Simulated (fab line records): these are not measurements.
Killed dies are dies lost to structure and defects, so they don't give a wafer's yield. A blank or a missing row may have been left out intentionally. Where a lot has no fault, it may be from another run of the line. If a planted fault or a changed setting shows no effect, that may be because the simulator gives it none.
Chamber matching :: flow nand-harc :: 4 sister chambers for NHARC_P_GATE_DESCUM_93 on rie-diel-06
The step chemistry O2, time 3 s. 8 wafers are shown with their chamber, then 11 later ones without.

== EACH WAFER AND ITS CHAMBER ==
wafer: L078.5
chamber: 3
showerhead-plenum-p-Torr (Torr): 1.91
rf-vpp-V (V): 57.2

wafer: L083.4
chamber: 1
showerhead-plenum-p-Torr (Torr): 1.93
rf-vpp-V (V): 58.1

wafer: L083.6
chamber: 0
showerhead-plenum-p-Torr (Torr): 1.77
rf-vpp-V (V): 57.3

wafer: L087.2
chamber: 3
showerhead-plenum-p-Torr (Torr): 1.90
rf-vpp-V (V): 58.4

wafer: L087.4
chamber: 0
showerhead-plenum-p-Torr (Torr): 1.77
rf-vpp-V (V): 55.6

wafer: L086.2
chamber: 1
showerhead-plenum-p-Torr (Torr): 1.93
rf-vpp-V (V): 59.6

wafer: L086.6
chamber: 2
showerhead-plenum-p-Torr (Torr): 2.05
rf-vpp-V (V): 58.9

wafer: L088.1
chamber: 2
showerhead-plenum-p-Torr (Torr): 2.05
rf-vpp-V (V): 58.1

== WAFERS WITH NO CHAMBER GIVEN ==
wafer: L088.5
showerhead-plenum-p-Torr (Torr): 1.93
rf-vpp-V (V): 58.2

wafer: L088.6
showerhead-plenum-p-Torr (Torr): 2.05
rf-vpp-V (V): 59.1

wafer: L089.1
showerhead-plenum-p-Torr (Torr): 1.93
rf-vpp-V (V): 57.5

wafer: L089.4
showerhead-plenum-p-Torr (Torr): 1.77
rf-vpp-V (V): 56.6

wafer: L089.5
showerhead-plenum-p-Torr (Torr): 1.77
rf-vpp-V (V): 57.2

wafer: L093.2
showerhead-plenum-p-Torr (Torr): 1.77
rf-vpp-V (V): 56.6

wafer: L093.3
showerhead-plenum-p-Torr (Torr): 1.93
rf-vpp-V (V): 58.9

wafer: L093.5
showerhead-plenum-p-Torr (Torr): 1.90
rf-vpp-V (V): 55.9

wafer: L095.2
showerhead-plenum-p-Torr (Torr): 1.90
rf-vpp-V (V): 57.8

wafer: L095.5
showerhead-plenum-p-Torr (Torr): 1.93
rf-vpp-V (V): 59.6

wafer: L095.6
showerhead-plenum-p-Torr (Torr): 1.77
rf-vpp-V (V): 56.7

== WHICH CHAMBER EACH WENT THROUGH ==
wafer: L088.5
from the rows above: 1
in truth: 1

wafer: L088.6
from the rows above: 2
in truth: 2

wafer: L089.1
from the rows above: 1
in truth: 1

wafer: L089.4
from the rows above: 0
in truth: 0

wafer: L089.5
from the rows above: 0
in truth: 0

wafer: L093.2
from the rows above: 0
in truth: 0

wafer: L093.3
from the rows above: 1
in truth: 1

wafer: L093.5
from the rows above: 3
in truth: 3

wafer: L095.2
from the rows above: 3
in truth: 3

wafer: L095.5
from the rows above: 1
in truth: 1

wafer: L095.6
from the rows above: 0
in truth: 0
Placed correctly: 11 of 11. Can't be placed from these rows: 0. Wrongly placed: 0.
How it was worked out, from the rows above alone: a wafer's distance from a chamber is the root of the sum, over the readings, of the square of ((its reading less the chamber's mean) divided by the reading's scatter). If the next closest chamber is less than 2 further off than the closest, the wafer can't be placed; otherwise it belongs to the closest. The mean given for a chamber averages the wafers shown for that chamber. The scatter: take each reading less its chamber's mean, square it, sum over the shown wafers, divide by the number of wafers less the number of chambers, and take the root.
